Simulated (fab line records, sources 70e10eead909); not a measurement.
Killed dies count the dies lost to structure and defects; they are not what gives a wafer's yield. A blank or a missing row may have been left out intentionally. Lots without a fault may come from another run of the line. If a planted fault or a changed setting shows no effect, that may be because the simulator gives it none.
Which of the tools did it?	flow nand harc	12 lots, 34 wafers sampled, at 4 steps of a route of 1302

== WHAT THE GAUGES READ, wafer by wafer ==
Not one reading of a measure or inspect step in the record can be checked against a usual standard deviation.

== WHAT TOOL EACH LOT RAN ON (gives the tool, then ch and the chambers of the sampled wafers, and finally the start) ==
lot	NHARC_A_CHANNEL_HOLE_D1_ETCH_24	NHARC_A_CHANNEL_HOLE_D1_ETCH_33	NHARC_A_CHANNEL_HOLE_D1_XSEM_31	NHARC_A_DECK1_JOINT_ETCHBACK_07
L954	har etch-02 ch 0,1, day 8 16:59	har etch-02 ch 0,1, day 8 18:51	xsem-01 ch 0, day 8 20:28	rie si-01 ch 0,2,3, day 11 03:44
L955	har etch-01 ch 0,1, day 9 03:48	har etch-01 ch 0,1, day 9 05:38	xsem-02 ch 0, day 9 07:25	rie si-01 ch 0,1,3, day 11 07:34
L958	har etch-01 ch 0,1, day 10 07:10	har etch-01 ch 0,1, day 10 09:01	xsem-01 ch 0, day 10 10:39	rie si-01 ch 0,1,2, day 12 11:00
L960	har etch-01 ch 0,1, day 11 02:40	har etch-01 ch 0,1, day 11 04:31	xsem-02 ch 0, day 11 06:18	rie si-01 ch 0,1, day 13 07:37
L961	har etch-02 ch 0,1, day 11 20:01	har etch-02 ch 0,1, day 11 21:35	xsem-02 ch 0, day 11 23:08	rie si-01 ch 1,2, day 14 02:02
L968	har etch-02 ch 0,1, day 14 15:22	har etch-02 ch 0,1, day 14 17:13	xsem-02 ch 0, day 14 18:55	rie si-06 ch 1,2,3, day 16 19:08
L969	har etch-01 ch 0,1, day 14 15:39	har etch-01 ch 0,1, day 14 17:24	xsem-01 ch 0, day 14 19:19	rie si-01 ch 1,3, day 16 19:08
L973	har etch-01 ch 0,1, day 16 09:21	har etch-01 ch 0,1, day 16 11:07	xsem-02 ch 0, day 16 13:05	rie si-05 ch 2,3, day 18 12:59
L974	har etch-01 ch 1, day 17 03:13	har etch-01 ch 1, day 17 04:57	xsem-01 ch 0, day 17 06:32	rie si-01 ch 1,2,3, day 19 08:22
L975	har etch-02 ch 0,1, day 18 01:20	har etch-02 ch 0,1, day 18 03:11	xsem-01 ch 0, day 18 05:00	rie si-05 ch 0,1,3, day 20 06:37
L976	har etch-02 ch 0,1, day 18 05:52	har etch-02 ch 0,1, day 18 07:37	xsem-01 ch 0, day 18 09:19	rie si-01 ch 0,1,3, day 20 10:35
L977	har etch-01 ch 0,1, day 18 08:01	har etch-01 ch 0,1, day 18 09:46	xsem-02 ch 0, day 18 11:23	rie si-06 ch 0,3, day 20 06:38
- NHARC_A_CHANNEL_HOLE_D1_ETCH_24: etches the open film in C4F8/O2/Ar, time 906.2 s, target depth 1500 nm.
- NHARC_A_CHANNEL_HOLE_D1_ETCH_33: etches the open film in C4F8/O2/Ar, time 90 s, target depth 400 nm.
- NHARC_A_CHANNEL_HOLE_D1_XSEM_31
- NHARC_A_DECK1_JOINT_ETCHBACK_07: etches the open film in HBr, target depth 105 nm, time 26.9 s.

== WHAT THE TOOLS THEMSELVES READ (means of the sampled wafers that have a number; where no wafer has one, the mark that the record gives instead) ==
NHARC_A_CHANNEL_HOLE_D1_ETCH_24.
lot	tool	drypump motor current A (A)	mfc ar sccm (sccm)	showerhead plenum p Torr (Torr)	temp c (C)	throttle valve pct (%)
L954	har etch-02	5.56	375.7	3.762	-19.97	32.242
L955	har etch-01	5.85	375.4	3.726	-20.09	32.235
L958	har etch-01	5.85	374.9	3.718	-20.00	32.237
L960	har etch-01	5.84	375.8	3.712	-20.02	32.221
L961	har etch-02	5.57	374.4	3.739	-20.04	32.236
L968	har etch-02	5.54	375.2	3.720	-19.94	32.232
L969	har etch-01	5.84	373.9	3.683	-20.06	32.237
L973	har etch-01	5.83	374.3	3.668	-19.96	32.242
L974	har etch-01	5.87	374.7	3.666	-20.04	32.230
L975	har etch-02	5.59	375.6	3.696	-20.10	32.234
L976	har etch-02	5.57	374.4	3.694	-20.01	32.229
L977	har etch-01	5.85	374.3	3.653	-20.03	32.237

NHARC_A_CHANNEL_HOLE_D1_ETCH_33.
lot	tool	drypump motor current A (A)	mfc ar sccm (sccm)	showerhead plenum p Torr (Torr)	temp c (C)	throttle valve pct (%)
L954	har etch-02	5.54	374.8	3.808	-20.11	27.611
L955	har etch-01	5.84	374.8	3.771	-20.07	27.623
L958	har etch-01	5.82	375.1	3.762	-19.89	27.620
L960	har etch-01	5.85	374.1	3.755	-19.95	27.623
L961	har etch-02	5.57	375.2	3.784	-19.98	27.621
L968	har etch-02	5.57	373.5	3.764	-19.99	27.612
L969	har etch-01	5.85	375.6	3.726	-20.11	27.620
L973	har etch-01	5.85	375.0	3.711	-20.04	27.612
L974	har etch-01	5.86	375.5	3.709	-20.08	27.612
L975	har etch-02	5.58	373.8	3.740	-20.02	27.617
L976	har etch-02	5.59	375.6	3.738	-19.95	27.629
L977	har etch-01	5.83	374.8	3.696	-20.08	27.617

NHARC_A_CHANNEL_HOLE_D1_XSEM_31.
lot	tool	bot cd nm (nm)	bow nm (nm)	tilt deg (degrees)
L954	xsem-01	75.4	8.1	0.04
L955	xsem-02	75.7	8.6	0.10
L958	xsem-01	75.7	9.6	0.08
L960	xsem-02	75.1	9.0	0.11
L961	xsem-02	74.4	8.4	0.11
L968	xsem-02	75.4	8.6	0.02
L969	xsem-01	76.1	8.3	0.07
L973	xsem-02	73.9	8.7	0.01
L974	xsem-01	76.3	8.9	0.09
L975	xsem-01	75.4	8.6	0.03
L976	xsem-01	75.4	8.7	0.04
L977	xsem-02	75.0	8.8	0.06

NHARC_A_DECK1_JOINT_ETCHBACK_07.
lot	tool	drypump motor current A (A)	hbr flow sccm (sccm)	oes product au (a.u.)	run length s (s)	throttle valve pct (%)
L954	rie si-01	5.5	150.4	1.004	47.9	23.266
L955	rie si-01	5.7	149.7	1.009	48.2	23.270
L958	rie si-01	5.7	149.7	0.995	45.3	23.266
L960	rie si-01	5.8	149.9	0.997	43.6	23.265
L961	rie si-01	5.6	149.9	1.004	43.7	23.259
L968	rie si-06	5.6	150.6	0.992	48.3	23.266
L969	rie si-01	5.8	150.2	0.999	48.1	23.260
L973	rie si-05	5.6	149.8	0.991	48.6	23.262
L974	rie si-01	5.6	150.4	1.004	47.8	23.264
L975	rie si-05	6.1	149.9	0.998	48.0	23.266
L976	rie si-01	5.7	149.8	1.003	48.3	23.280
L977	rie si-06	6.0	149.9	0.998	48.7	23.261

== THE ANSWER, worked out from the rows above alone ==
Rule: the usual values come from the lots themselves. The widest of any qualifying gaps counts: lots, ordered by their means at a reading, are off when they make up no more than a third of the lots, leave a main group of 4 or more, and stand apart from it by 3 or more times the standard deviation of that group's means. Not used: any main group whose means are identical at the precision the tables above print for the reading. Also off: a lot with no number at a reading for which 4 or more lots have one. All remaining lots with rows at the step are treated as sound. After the gauges, taken in route order, come the tools' own readings; for these a lot's mean is taken, as printed above. The first step at which some lot is off is used, and at that step the reading that is off furthest; a lot without a number counts as furthest.
Off at NHARC_A_DECK1_JOINT_ETCHBACK_07 (run length s): L958, L960, L961. Main group: mean 48.2 s, sd 0.28.
A tool fits if, at that step or a process step before it, it ran every lot that is off, and no sound lot after the first of them. None of those tried fits.

== WHAT WAS PUT IN BY THE SIMULATOR ==
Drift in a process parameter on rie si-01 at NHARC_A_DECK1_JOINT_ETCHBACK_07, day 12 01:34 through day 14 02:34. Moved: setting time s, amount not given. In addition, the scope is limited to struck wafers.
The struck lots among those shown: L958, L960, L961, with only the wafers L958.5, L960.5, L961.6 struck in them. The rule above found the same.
